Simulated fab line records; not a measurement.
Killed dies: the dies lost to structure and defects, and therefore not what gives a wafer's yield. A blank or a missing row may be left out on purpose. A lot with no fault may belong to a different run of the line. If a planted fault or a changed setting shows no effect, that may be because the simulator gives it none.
Chamber matching + flow n5Finfet + N5_BEOL_M2_CO_CAP_55 on cvdCo-02 has 3 sister chambers
The step material Co, precursor CCTBA/H2, target thk 2 nm, time 102.1 s. 3 wafers are shown with their chamber, then 12 later ones without.

## WAFERS PAIRED WITH THEIR CHAMBERS
| wafer  | chamber | heaterPowerW (W) |
|--------|---------|------------------|
| L090.1 | 0       | 256              |
| L092.2 | 2       | 244              |
| L092.6 | 1       | 262              |

## WAFERS WHOSE CHAMBER IS MISSING
| wafer  | heaterPowerW (W) |
|--------|------------------|
| L096.1 | 265              |
| L096.2 | 257              |
| L096.3 | 238              |
| L096.4 | 260              |
| L096.5 | 241              |
| L096.6 | 265              |
| L097.1 | 236              |
| L097.2 | 257              |
| L097.3 | 249              |
| L097.4 | 269              |
| L097.5 | 240              |
| L097.6 | 257              |

## WHICH CHAMBER EACH ONE RAN IN
| wafer  | from the rows above          | in truth |
|--------|------------------------------|----------|
| L096.1 | can't be placed: 1 or 0      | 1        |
| L096.2 | can't be placed: 0 or 1      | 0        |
| L096.3 | 2                            | 2        |
| L096.4 | can't be placed: 1 or 0      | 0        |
| L096.5 | 2                            | 2        |
| L096.6 | can't be placed: 1 or 0      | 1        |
| L097.1 | 2                            | 2        |
| L097.2 | can't be placed: 0 or 1      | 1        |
| L097.3 | can't be placed: 2 or 0 or 1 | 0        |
| L097.4 | can't be placed: 1 or 0      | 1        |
| L097.5 | 2                            | 2        |
| L097.6 | can't be placed: 0 or 1      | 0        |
4 of 12 placed correctly. Can't be placed from these rows: 8 (the true chamber is among the candidates in 8). 0 placed wrongly.
How it was worked out, from the rows above alone: a wafer's distance from a chamber is the root of the sum, over the readings, of the square of ((its reading less the chamber's mean) divided by the reading's scatter). The wafer belongs to the nearest chamber; if the next one is less than 2 further off, it can't be placed. A chamber's mean is the mean of its shown wafers. The scatter: root of mean squared gap, hidden wafer to nearest shown wafer, with one shown wafer a chamber.
